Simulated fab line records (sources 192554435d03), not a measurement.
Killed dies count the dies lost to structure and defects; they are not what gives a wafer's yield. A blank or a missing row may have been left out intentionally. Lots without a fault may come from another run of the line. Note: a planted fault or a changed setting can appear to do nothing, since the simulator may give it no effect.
8D (eight disciplines) problem report, filled in by code / flow n5 finfet / the parts of the form that need people (team, actions taken, sign-off) are left out

## 1. WHAT WENT WRONG
At N5_STI_FIN_REVEAL_INSPECT_13, raw defect count averages 647 over 3 wafers from 3 lots, while fault-free wafers read 10, standard deviation 5. So: +99 or more standard deviations from the usual mean.
The step: inspects for defects (darkfield).
Seen first at day 4 19:26 on defect inspect-01, wafer L824.2. At this step, 30 wafers from 13 lots have a number in the record. By rule, "out" or "out of limits" means more than 4 standard deviations away from the usual mean. All remaining wafers that have a number are taken as sound.

## 2. WHAT THIS IS AND IS NOT
question=which readings at this step | is=raw defect count | is not=-
question=which lots | is=L824, L825, L826 | is not=L815, L816, L817, L818, L819, L820, L821, L831, L833, L837
question=which wafers of those lots | is=all that have a number | is not=-
question=read on which gauges | is=defect inspect-01, defect inspect-02 | is not=-
question=when | is=from day 4 19:26 | is not=up to then (18 sound wafers); but 9 sound wafers of L831, L833, L837 came after

## 3. WHAT RULES OUT EACH SUSPECT
Counting: a tool at a process step up to the reading stays a suspect if it ran every lot that is out and no sound lot after the first of them.
- the gauge at N5_STI_FIN_REVEAL_INSPECT_13 is ruled out. The wafers that are out were read on 2 gauges (defect inspect-01, defect inspect-02).
- vapor etch-02 at N5_STI_FIN_REVEAL_RECESS_09 (chemistry HF/NH3, target SiO2, afs cycles 11, target depth 42.5 nm, sublimation time 60 s): kept. It processed each lot that is out, first L824 at day 4 16:30, and no sound lot thereafter; up to then, the last sound lot it processed was L818 at day 3 05:07.
Left after counting: vapor etch-02 at N5_STI_FIN_REVEAL_RECESS_09.

## 4. THE CAUSE (what the simulator had put in)
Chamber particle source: vapor etch-02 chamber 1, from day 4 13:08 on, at N5_STI_FIN_REVEAL_RECESS_09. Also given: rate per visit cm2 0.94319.
Only this tool survived the counting.

## 5. THE EFFECT CHAIN, in route order
Each row: a reading where the mean over the struck wafers with a number is more than 3 standard deviations away from the usual. Readings are gone through only where the record gives a usual standard deviation; hours: the median, over the lots, of the time from a lot's start at the first step in this table giving one to that lot's start at this step; sigmas: the change measured in usual standard deviations.
hours=0; step=N5_STI_FIN_REVEAL_INSPECT_13; reading=raw defect count; usual=10; on struck wafers=647; change=+637; sigmas=+99 or more

## 6. WHAT WOULD HAVE CAUGHT IT SOONER
Counted from the fault's start at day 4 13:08, it took 6 hours until the first out-of-limits reading at a measuring or inspecting step in this record, taken at day 4 19:26.
Tool readings at N5_STI_FIN_REVEAL_RECESS_09 with a usual standard deviation given in the record: none out on any struck wafer, hence no alarm at a limit of 4 standard deviations on them.
Lots out: 3; of these, L825, L826 started N5_STI_FIN_REVEAL_RECESS_09 on vapor etch-02 after day 4 19:26. A hold on the tool at that time would have spared those 2.
